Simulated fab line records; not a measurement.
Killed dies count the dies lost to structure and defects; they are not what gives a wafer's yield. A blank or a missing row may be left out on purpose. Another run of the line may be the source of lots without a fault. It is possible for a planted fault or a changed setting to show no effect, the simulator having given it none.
fab line records	flow n5-finfet
[record] lots = 7	wafers = 39
route steps=1938 shown TV_OPEN@1890 PASSIVATION@1934
start-h: the number of hours between the record's first day and the start of the first shown wafer of the lot	wait-h: hours from the lot's prior step to this one	" identical to the entry in the row above	L1.1+2: one row covering several wafers at once	- no value, or no start was given	* or withheld: withheld	< > ~ a bound
route shown NAME@n: NAME is a module with steps in the file, n the number in the route of the first one	usual: mean/standard deviation taken from wafers without a fault	same: alike in all rows	chamber/n: place in a boat	sites: readings site by site	_std_site: the standard deviation of these	_edge_site: the outer-site mean with the inner-site mean subtracted	radius-mm: how far each site lies from the wafer's centre	mask NAME#n: copy n	behind: the most recent tool/chamber to have shaped the wafer	hold: reason for holding the lot/hours on hold/outcome of the hold	device: transistor that didn't switch, given as n, p or np	end of line: tests run on the same wafers once the route is complete	a step with no rows: only its recipe	killed: the dies lost at the first sort to structure and to defects; this is not the yield of the wafer	map: the dies of a wafer, with x for killed, . for not killed, _ for no die there
set.NAME: the setting as run; set.NAME@STEP: as run at that earlier step	model.NAME: the simulator's own value behind a step, which no gauge read
lots whose settings were changed on purpose; a table a step, a row a wafer
[[steps]]
[step N5_PASSIVATION_ETCH_15]
[recipe] chemistry = CF4/N2	target = SiCN	target-depth-a = 750	taper-deg = 2	time-s = 81.2	ion-energy-ev = 150	mask-material = SiNx	pressure-mtorr = 40	source-w = 430	bias-w = 70	Ar_flow_sccm = 100	cf4-flow-sccm = 60	n2-flow-sccm = 60
lot.wafer	tool	chamber	start-h	wait-h	set.target-depth-a	model.etch.depth-nm
L074.1	rie-diel-03	1	-	-	1049	94.27
L074.2	"	2	"	"	750	65.07
L074.3	"	3	"	"	750	62.14
L074.4	"	0	"	"	750	64.98
L074.5	"	1	"	"	1049	93.7
L074.6	"	2	"	"	1049	91.7
L079.1	rie-diel-05	0	-	-	750	63.87
L079.2	"	2	"	"	941.7	82.15
L079.3	"	3	"	"	941.7	79.95
L079.4	"	1	"	"	750	65.03
L079.5	"	3	"	"	941.7	80.05
L079.6	"	0	"	"	750	63.34
L080.1	rie-diel-06	1	-	-	750	65.43
L080.2	"	3	"	"	1029	84.8
L080.3	"	2	"	"	750	63.92
L080.4	"	0	"	"	750	64.9
L080.5	"	3	"	"	1029	84.83
L080.6	"	0	"	"	1029	88.55
L089.1	rie-diel-05	1	-	-	521.6	45.03
L089.2	"	0	"	"	750	65.62
L089.3	"	2	"	"	521.6	45.48
L089.4	"	3	"	"	750	63.24
L089.5	"	3	"	"	750	63.09
L089.6	"	2	"	"	521.6	45.67
L093.1	rie-diel-05	2	-	-	560	48.91
L093.2	"	3	"	"	750	63.99
L093.3	"	1	"	"	560	48.63
L093.4	"	0	"	"	750	65.65
L093.5	"	0	"	"	750	66.2
L093.6	"	1	"	"	560	48.44
L096.1	rie-diel-03	2	-	-	750	66.65
L096.2	"	3	"	"	750	62.69
L096.3	"	1	"	"	750	68.2
L096.4	"	0	"	"	750	65.48
L096.5	"	2	"	"	750	67.2
L096.6	"	3	"	"	750	63.01
L097.1	rie-diel-05	3	-	-	750	63.71
L097.5	"	1	"	"	750	64.81
L097.6	"	2	"	"	750	65.64
[step N5_PASSIVATION_STRIP_73]
[recipe] chemistry = post-etch-residue-remover	time-s = 60	temp-c = 25	remover-ph = withheld	remover-water-wt-pct = withheld	remover-fluoride-wt-pct = withheld
[step N5_PASSIVATION_SRD_17]
[recipe] time-s = 30	temp-c = 23	rinse-liquid = diw	dry = n2-spin	spin-rpm = 1500	dry-time-s = 30
[step N5_PASSIVATION_SRD_72]
[recipe] dry = ipa-marangoni	time-s = 30	temp-c = 23	rinse-liquid = diw
[step N5_PASSIVATION_ANNEAL_56]
[recipe] temp-c = 400	time-s = 1800	ambient = FGA	idle-temp-c = 300	ramp-up-c-per-min = 5	ramp-down-c-per-min = 3
[step N5_PASSIVATION_PROBE_49]
[usual] defect-limited-yield = 91.1/1.4	killed_at_M0_to_M3 = 32/9.3	killed_at_M4_up = 13/5.8	killed-at-contacts = 12/6.3	killed-at-front-end = 44/12	killed-at-other = 3.6/2.7	killed-dies = 104/17	killed-open = 69/13	killed-short = 34/6.9	sort_bin_4_leakage = 0.00/0.031	sort_bin_5_function = 5.2/0.98	sort_bin_6_memory = 3.3/0.59	sort_bin_8_speed = 0.01/0.039	sort-n-pass = 1075/17
[same] gross-dies = 1180	killed-at-back-side = 0
lot.wafer	tool	chamber	start-h	wait-h	set.target-depth-a@PASSIVATION_ETCH_15	defect-limited-yield[%]	killed_at_M0_to_M3	killed_at_M4_up	killed-at-contacts	killed-at-front-end	killed-at-other	killed-dies	killed-open	killed-short	sort_bin_4_leakage[%]	sort_bin_5_function[%]	sort_bin_6_memory[%]	sort_bin_8_speed[%]	sort-n-pass
L074.1	prober-01	-	287.94	0.0	1049	1.8	36	120	943	54	6	1159	84	35	0	84.8	4.3	0	21
L074.2	prober-01	-	287.99	0.1	750	58.1	45	380	13	52	5	495	79	49	58.05	6.8	3.6	0	0
L074.3	prober-01	-	288.04	0.1	750	90.3	39	9	9	53	4	114	65	49	90.34	4.8	4.6	0	0
L074.4	prober-01	-	288.09	0.2	750	90.2	35	11	10	54	6	116	64	43	0	5.9	3.1	0	1064
L074.5	prober-01	-	288.14	0.2	1049	3.1	26	88	976	52	1	1143	61	35	3.14	86.9	2.7	0	0
L074.6	prober-01	-	288.19	0.3	1049	3.5	39	12	1053	31	4	1139	69	28	0	92.9	3.5	0	41
L079.1	prober-01	-	307.96	0.0	750	88.1	25	38	15	57	6	141	78	36	0	5.8	3.6	2.20	1039
L079.2	prober-01	-	308.01	0.1	941.7	0	18	8	1101	52	1	1180	62	22	0	97.0	2.9	0	0
L079.3	prober-01	-	308.06	0.1	941.7	88.0	29	39	13	61	0	142	65	42	0	6.4	2.5	90.85	0
L079.4	prober-01	-	308.11	0.2	750	0	24	6	1084	65	1	1180	62	36	0	96.4	3.4	0	0
L079.5	prober-01	-	308.16	0.2	941.7	88.2	25	29	11	70	4	139	82	31	0	6.1	3.3	90.17	0
L079.6	prober-01	-	308.21	0.3	750	0	30	11	1059	76	4	1180	88	46	0	96.1	3.5	0	0
L080.1	prober-01	-	336.53	0.0	750	89.1	35	12	9	71	2	129	88	40	0	6.8	3.6	0	1051
L080.2	prober-01	-	336.58	0.1	1029	88.6	28	14	14	76	3	135	91	43	0	7.5	3.6	0	1045
L080.3	prober-01	-	336.63	0.1	750	13.2	40	18	913	49	4	1024	83	33	0	82.7	3.6	0	156
L080.4	prober-01	-	336.68	0.2	750	0	31	12	1072	62	3	1180	75	40	0	95.8	3.6	0	0
L080.5	prober-01	-	336.73	0.2	1029	90.8	38	11	13	44	2	108	71	33	0	5.2	3.5	0	1072
L080.6	prober-01	-	336.78	0.3	1029	0.8	28	18	1072	49	3	1170	70	35	0	94.6	4.0	0	10
L089.1	prober-02	-	391.08	0.0	521.6	0	27	13	16	24	1100	1180	49	36	0	96.7	3.1	0	0
L089.2	prober-02	-	391.13	0.1	750	91.2	20	17	23	43	1	104	65	29	0.17	4.6	3.1	0.68	1074
L089.3	prober-02	-	391.18	0.1	521.6	0	28	11	11	44	1086	1180	48	45	0	97.1	2.6	0.08	0
L089.4	prober-02	-	391.23	0.2	750	90.9	35	17	24	28	3	107	73	33	0	5.7	2.8	0	1073
L089.5	prober-02	-	391.28	0.2	750	88.3	31	56	11	35	5	138	78	28	0	6.3	2.5	1.95	1042
L089.6	prober-02	-	391.33	0.3	521.6	0	25	22	8	42	1083	1180	63	30	0	95.9	3.6	0.17	0
L093.1	prober-02	-	396.18	0.0	560	19.2	50	17	7	37	843	954	90	27	0	76.4	4.2	0	226
L093.2	prober-02	-	396.23	0.1	750	69.2	296	23	8	22	15	364	70	37	21.78	4.7	4.0	0	816
L093.3	prober-02	-	396.28	0.1	560	12.6	24	13	6	34	954	1031	52	30	0	84.7	2.2	12.63	0
L093.4	prober-02	-	396.33	0.2	750	92.0	26	7	10	44	7	94	64	29	0	4.0	3.7	92.03	0
L093.5	prober-02	-	396.38	0.2	750	72.5	258	13	18	25	10	324	61	31	19.32	4.8	3.0	0	856
L093.6	prober-02	-	396.43	0.3	560	5.0	125	8	11	41	936	1121	75	31	7.46	84.7	2.6	5.00	0
L096.1	prober-02	-	429.62	0.0	750	0	27	10	1087	54	2	1180	63	36	0	97.5	2.2	0	0
L096.2	prober-02	-	429.67	0.1	750	2.4	49	1046	10	39	8	1152	74	48	0	81.7	3.2	0.08	28
L096.3	prober-02	-	429.72	0.1	750	92.4	19	12	20	36	3	90	69	20	0	4.7	2.6	0	1090
L096.4	prober-02	-	429.77	0.2	750	0	22	13	1087	51	7	1180	73	36	0	96.4	3.3	0	0
L096.5	prober-02	-	429.82	0.2	750	0	34	8	1073	59	6	1180	92	32	0	95.3	4.3	0	0
L096.6	prober-02	-	429.87	0.3	750	34.1	29	687	9	50	3	778	63	30	0	3.9	3.8	0.25	402
L097.1	prober-01	-	470.30	0.0	750	90.3	46	18	9	42	0	115	70	38	0	5.2	3.6	0	1065
L097.5	prober-01	-	470.50	0.2	750	93.6	27	8	5	34	1	75	47	26	0	3.3	3.1	0	1105
L097.6	prober-01	-	470.55	0.3	750	90.6	51	13	17	27	3	111	76	32	0	5.7	3.6	0	1069
// killed by level:class
L074.1 MOL_CONTACT_COAG:area-etch=935 BEOL_M7:area-dep=104 FIN_SAQP:geometric-particle:open=18 STI_FIN_REVEAL:geometric-particle:open=12 BEOL_M1:geometric-particle:open=10 BEOL_M0:geometric-particle:open=10 FIN_SAQP:geometric-particle:short=9 BEOL_M4:geometric-particle:open=7
L074.2 BEOL_M7:area-dep=364 FIN_SAQP:geometric-particle:short=18 MOL_CONTACT_COAG:geometric-particle:open=11 FIN_SAQP:geometric-particle:open=10 BEOL_M0_SAQP:geometric-particle:open=9 BEOL_M0_SAQP:geometric-particle:short=8 BEOL_M1:geometric-particle:open=8 BEOL_M2:geometric-particle:open=8
L074.3 FIN_SAQP:geometric-particle:short=20 FIN_SAQP:geometric-particle:open=15 BEOL_M1:geometric-particle:open=10 BEOL_M0_SAQP:geometric-particle:short=7 MOL_CONTACT_COAG:geometric-particle:open=7 BEOL_M2:geometric-particle:short=7 STI_FIN_REVEAL:geometric-particle:open=6 BEOL_M0_SAQP:geometric-particle:open=6
L074.4 FIN_SAQP:geometric-particle:open=14 BEOL_M0_SAQP:geometric-particle:short=10 MOL_CONTACT_COAG:geometric-particle:open=8 BEOL_M0_SAQP:geometric-particle:open=8 STI_FIN_REVEAL:geometric-particle:open=7 GATE_CUT:geometric-particle:short=7 FIN_SAQP:geometric-particle:short=6 BEOL_M1:geometric-particle:open=6
L074.5 MOL_CONTACT_COAG:area-etch=963 BEOL_M7:area-dep=83 FIN_SAQP:geometric-particle:short=18 FIN_SAQP:geometric-particle:open=13 BEOL_M1:geometric-particle:open=9 MOL_CONTACT_COAG:geometric-particle:open=9 STI_FIN_REVEAL:geometric-particle:open=6 BEOL_M0_SAQP:geometric-particle:open=6
L074.6 MOL_CONTACT_COAG:area-etch=1042 FIN_SAQP:geometric-particle:open=12 MOL_CONTACT_COAG:geometric-particle:open=10 BEOL_M1:geometric-particle:open=9 FIN_SAQP:geometric-particle:short=8 BEOL_M3:geometric-particle:open=6 BEOL_M0_SAQP:geometric-particle:open=5 BEOL_M0:geometric-particle:open=5
L079.1 STI_FIN_REVEAL:geometric-particle:open=32 BEOL_M11:area-ecd=26 MOL_CONTACT_COAG:geometric-particle:open=11 STI_FIN_REVEAL:geometric-particle:short=9 BEOL_M0_SAQP:geometric-particle:open=7 BEOL_M2:geometric-particle:open=7 BEOL_M0_SAQP:geometric-particle:short=6 GATE_CUT:geometric-particle:short=4
L079.2 MOL_CONTACT_COAG:area-etch=1095 STI_FIN_REVEAL:geometric-particle:open=17 GATE_CUT:geometric-particle:short=7 GATE_CUT:geometric-particle:open=7 MOL_CONTACT_COAG:geometric-particle:open=6 BEOL_M0:geometric-particle:open=5 BEOL_M2:geometric-particle:open=5 FIN_SAQP:geometric-particle:short=4
L079.3 BEOL_M11:area-ecd=34 STI_FIN_REVEAL:geometric-particle:open=17 MOL_CONTACT_COAG:geometric-particle:open=9 FIN_SAQP:geometric-particle:open=8 STI_FIN_REVEAL:geometric-particle:short=8 BEOL_M0_SAQP:geometric-particle:short=8 FIN_SAQP:geometric-particle:short=6 GATE_CUT:geometric-particle:short=6
L079.4 MOL_CONTACT_COAG:area-etch=1081 STI_FIN_REVEAL:geometric-particle:open=22 GATE_CUT:geometric-particle:open=7 GATE_CUT:geometric-particle:short=7 BEOL_M0_SAQP:geometric-particle:open=7 FIN_SAQP:geometric-particle:short=6 SPACER0:geometric-particle:open=6 SPACER0:geometric-particle:short=5
L079.5 STI_FIN_REVEAL:geometric-particle:open=27 BEOL_M11:area-ecd=23 FIN_SAQP:geometric-particle:open=12 MOL_CONTACT_COAG:geometric-particle:open=10 FIN_SAQP:geometric-particle:short=7 BEOL_M0_SAQP:geometric-particle:open=7 BEOL_M0_SAQP:geometric-particle:short=6 BEOL_M2:geometric-particle:open=6
L079.6 MOL_CONTACT_COAG:area-etch=1046 STI_FIN_REVEAL:geometric-particle:open=27 GATE_CUT:geometric-particle:short=12 BEOL_M2:geometric-particle:open=10 MOL_CONTACT_COAG:geometric-particle:open=8 GATE_CUT:geometric-particle:open=7 BEOL_M0_SAQP:geometric-particle:short=6 FIN_SAQP:geometric-particle:short=5
L080.1 FIN_SAQP:geometric-particle:open=18 STI_FIN_REVEAL:geometric-particle:open=16 FIN_SAQP:geometric-particle:short=13 BEOL_M1:geometric-particle:open=9 BEOL_M4:geometric-particle:open=9 MOL_CONTACT_COAG:geometric-particle:open=8 BEOL_M2:geometric-particle:short=7 BEOL_M2:geometric-particle:open=5
L080.2 STI_FIN_REVEAL:geometric-particle:open=26 MOL_CONTACT_COAG:geometric-particle:open=9 BEOL_M2:geometric-particle:open=9 FIN_SAQP:geometric-particle:open=8 STI_FIN_REVEAL:geometric-particle:short=8 FIN_SAQP:geometric-particle:short=7 DUMMY_GATE:geometric-particle:open=5 MOL_CONTACT_COAG:geometric-particle:short=5
L080.3 MOL_CONTACT_COAG:area-etch=904 STI_FIN_REVEAL:geometric-particle:open=23 BEOL_M0_SAQP:geometric-particle:short=11 BEOL_M4:geometric-particle:open=10 FIN_SAQP:geometric-particle:open=8 MOL_CONTACT_COAG:geometric-particle:open=8 BEOL_M1:geometric-particle:open=8 BEOL_M0_SAQP:geometric-particle:open=7
L080.4 MOL_CONTACT_COAG:area-etch=1062 STI_FIN_REVEAL:geometric-particle:open=20 FIN_SAQP:geometric-particle:open=11 FIN_SAQP:geometric-particle:short=8 STI_FIN_REVEAL:geometric-particle:short=8 MOL_CONTACT_COAG:geometric-particle:open=8 BEOL_M0_SAQP:geometric-particle:short=8 BEOL_M4:geometric-particle:open=6
L080.5 STI_FIN_REVEAL:geometric-particle:open=15 BEOL_M2:geometric-particle:open=13 MOL_CONTACT_COAG:geometric-particle:open=9 BEOL_M0_SAQP:geometric-particle:short=9 FIN_SAQP:geometric-particle:open=5 STI_FIN_REVEAL:geometric-particle:short=4 SPACER0:geometric-particle:short=4 MOL_CONTACT_COAG:geometric-particle:short=4
L080.6 MOL_CONTACT_COAG:area-etch=1064 STI_FIN_REVEAL:geometric-particle:open=13 DUMMY_GATE:geometric-particle:open=11 BEOL_M2:geometric-particle:open=7 BEOL_M5:geometric-particle:open=7 GATE_CUT:geometric-particle:short=7 BEOL_M1:geometric-particle:open=6 MOL_CONTACT_COAG:geometric-particle:short=5
L089.1 TV_OPEN:area-etch=1095 MOL_CONTACT_COAG:geometric-particle:open=10 BEOL_M2:geometric-particle:open=7 MOL_CONTACT_COAG:geometric-particle:short=6 BEOL_M0_SAQP:geometric-particle:open=6 FIN_SAQP:geometric-particle:open=4 STI_FIN_REVEAL:geometric-particle:open=4 DUMMY_GATE:geometric-particle:short=4
L089.2 MOL_CONTACT_COAG:geometric-particle:open=16 FIN_SAQP:geometric-particle:open=10 GATE_CUT:geometric-particle:short=8 BEOL_M4:geometric-particle:open=8 BEOL_M2:area-ecd=8 MOL_CONTACT_COAG:geometric-particle:short=7 STI_FIN_REVEAL:geometric-particle:open=5 GATE_CUT:geometric-particle:open=5
L089.3 TV_OPEN:area-etch=1086 FIN_SAQP:geometric-particle:short=15 BEOL_M0_SAQP:geometric-particle:short=11 BEOL_M2:geometric-particle:open=10 MOL_CONTACT_COAG:geometric-particle:open=8 FIN_SAQP:geometric-particle:open=5 GATE_CUT:geometric-particle:short=5 DUMMY_GATE:geometric-particle:open=4
L089.4 MOL_CONTACT_COAG:geometric-particle:open=19 BEOL_M0_SAQP:geometric-particle:short=18 BEOL_M4:geometric-particle:open=10 FIN_SAQP:geometric-particle:open=8 BEOL_M0_SAQP:geometric-particle:open=8 STI_FIN_REVEAL:geometric-particle:open=5 MOL_CONTACT_COAG:geometric-particle:short=5 BEOL_M2:geometric-particle:open=4
L089.5 BEOL_M11:area-ecd=23 BEOL_M4:geometric-particle:open=17 BEOL_M2:geometric-particle:open=12 FIN_SAQP:geometric-particle:open=8 MOL_CONTACT_COAG:geometric-particle:open=8 HKMG_FIN:area-etch=7 DUMMY_GATE:geometric-particle:open=6 BEOL_M0_SAQP:geometric-particle:open=6
L089.6 TV_OPEN:area-etch=1083 DUMMY_GATE:geometric-particle:open=8 BEOL_M0_SAQP:geometric-particle:open=8 FIN_SAQP:geometric-particle:short=6 STI_FIN_REVEAL:geometric-particle:open=6 BEOL_M1:geometric-particle:open=6 GATE_CUT:geometric-particle:open=5 MOL_CONTACT_COAG:geometric-particle:open=5
L093.1 TV_OPEN:area-etch=833 BEOL_M2:geometric-particle:open=14 STI_FIN_REVEAL:geometric-particle:open=12 BEOL_M4:geometric-particle:open=11 BEOL_M0:geometric-particle:open=11 BEOL_M3:geometric-particle:open=11 FIN_SAQP:geometric-particle:short=7 MOL_CONTACT_COAG:geometric-particle:open=6
L093.2 M2:area-ald=257 BEOL_M2:geometric-particle:open=10 FIN_SAQP:geometric-particle:short=7 BEOL_M2:geometric-particle:short=7 MOL_CONTACT_COAG:geometric-particle:open=7 BEOL_M5:geometric-particle:open=7 BEOL_M0:geometric-particle:open=5 BEOL_M3:geometric-particle:open=5
L093.3 TV_OPEN:area-etch=948 FIN_SAQP:geometric-particle:open=6 STI_FIN_REVEAL:geometric-particle:open=6 BEOL_M0_SAQP:geometric-particle:short=6 BEOL_M2:geometric-particle:open=5 BEOL_M3:geometric-particle:open=5 DUMMY_GATE:geometric-particle:short=4 BEOL_M0_SAQP:geometric-particle:open=4
L093.4 FIN_SAQP:geometric-particle:open=12 MOL_CONTACT_COAG:geometric-particle:open=9 FIN_SAQP:geometric-particle:short=7 BEOL_M2:geometric-particle:open=7 DUMMY_GATE:geometric-particle:open=5 BEOL_M0_SAQP:geometric-particle:open=5 BEOL_M3:geometric-particle:open=4 PAD_METAL:geometric-particle:short=4
L093.5 M2:area-ald=228 MOL_CONTACT_COAG:geometric-particle:open=14 FIN_SAQP:geometric-particle:open=8 BEOL_M4:geometric-particle:open=7 BEOL_M2:geometric-particle:open=7 MIM_BOT:geometric-particle:short=6 FIN_SAQP:geometric-particle:short=5 BEOL_M0_SAQP:geometric-particle:open=5
L093.6 TV_OPEN:area-etch=927 M2:area-ald=88 DUMMY_GATE:geometric-particle:open=12 MOL_CONTACT_COAG:geometric-particle:open=10 BEOL_M3:geometric-particle:open=10 FIN_SAQP:geometric-particle:open=8 BEOL_M2:geometric-particle:open=5 BEOL_M0_SAQP:geometric-particle:open=5
L096.1 MOL_CONTACT_COAG:area-etch=1081 FIN_SAQP:geometric-particle:open=10 STI_FIN_REVEAL:geometric-particle:open=8 DUMMY_GATE:geometric-particle:open=7 FIN_SAQP:geometric-particle:short=6 BEOL_M0_SAQP:geometric-particle:open=6 STI_FIN_REVEAL:geometric-particle:short=5 MOL_CONTACT_COAG:geometric-particle:open=5
L096.2 BEOL_M4:area-etch=883 BEOL_M7:area-dep=144 BEOL_M0_SAQP:geometric-particle:open=11 BEOL_M0_SAQP:geometric-particle:short=10 MOL_CONTACT_COAG:geometric-particle:open=9 BEOL_M2:geometric-particle:short=8 FIN_SAQP:geometric-particle:short=6 DUMMY_GATE:geometric-particle:open=6
L096.3 MOL_CONTACT_COAG:geometric-particle:open=18 STI_FIN_REVEAL:geometric-particle:open=12 FIN_SAQP:geometric-particle:open=5 BEOL_M0_SAQP:geometric-particle:short=5 BEOL_M1:geometric-particle:open=5 BEOL_M5:geometric-particle:open=5 BEOL_M2:geometric-particle:open=4 FIN_SAQP:geometric-particle:short=3
L096.4 MOL_CONTACT_COAG:area-etch=1070 MOL_CONTACT_COAG:geometric-particle:open=15 FIN_SAQP:geometric-particle:short=11 FIN_SAQP:geometric-particle:open=8 GATE_CUT:geometric-particle:short=6 BEOL_M0_SAQP:geometric-particle:open=6 STI_FIN_REVEAL:geometric-particle:open=5 DUMMY_GATE:geometric-particle:open=5
L096.5 MOL_CONTACT_COAG:area-etch=1055 FIN_SAQP:geometric-particle:open=15 MOL_CONTACT_COAG:geometric-particle:open=15 STI_FIN_REVEAL:geometric-particle:open=14 BEOL_M0_SAQP:geometric-particle:short=9 FIN_SAQP:geometric-particle:short=8 BEOL_M2:geometric-particle:open=7 DUMMY_GATE:geometric-particle:open=6
L096.6 BEOL_M7:area-dep=676 FIN_SAQP:geometric-particle:open=16 FIN_SAQP:geometric-particle:short=10 STI_FIN_REVEAL:geometric-particle:open=7 BEOL_M0_SAQP:geometric-particle:open=7 MOL_CONTACT_COAG:geometric-particle:open=6 BEOL_M2:geometric-particle:open=6 BEOL_M3:geometric-particle:open=4
L097.1 FIN_SAQP:geometric-particle:short=10 MOL_CONTACT_COAG:geometric-particle:open=8 BEOL_M0_SAQP:geometric-particle:short=8 BEOL_M0_SAQP:geometric-particle:open=8 BEOL_M3:geometric-particle:open=7 BEOL_M1:geometric-particle:open=7 BEOL_M2:geometric-particle:open=7 DUMMY_GATE:geometric-particle:open=5
L097.5 BEOL_M2:geometric-particle:open=12 FIN_SAQP:geometric-particle:short=9 STI_FIN_REVEAL:geometric-particle:open=6 FIN_SAQP:geometric-particle:open=4 ILD0:geometric-particle:open=3 MOL_CONTACT_COAG:geometric-particle:open=3 BEOL_M0_SAQP:geometric-particle:open=3 BEOL_M1:geometric-particle:open=3
L097.6 MOL_CONTACT_COAG:geometric-particle:open=15 BEOL_M2:geometric-particle:open=12 BEOL_M0_SAQP:geometric-particle:open=10 BEOL_M0_SAQP:geometric-particle:short=9 BEOL_M3:geometric-particle:open=9 GATE_CUT:geometric-particle:short=7 BEOL_M4:geometric-particle:open=5 FIN_SAQP:geometric-particle:open=3
[[key]]
[split] step = N5_PASSIVATION_ETCH_15	setting = target-depth-a	stated = 750	by = wafer
[response] step = N5_PASSIVATION_ETCH_15	reading = model.etch.depth-nm	change = +0.648	per = 1%	r = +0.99
[response] step = N5_PASSIVATION_PROBE_49	reading = killed-at-other	shape = bent	at-lowest = 1089.7	at-stated = 4.5	at-highest = 3.7
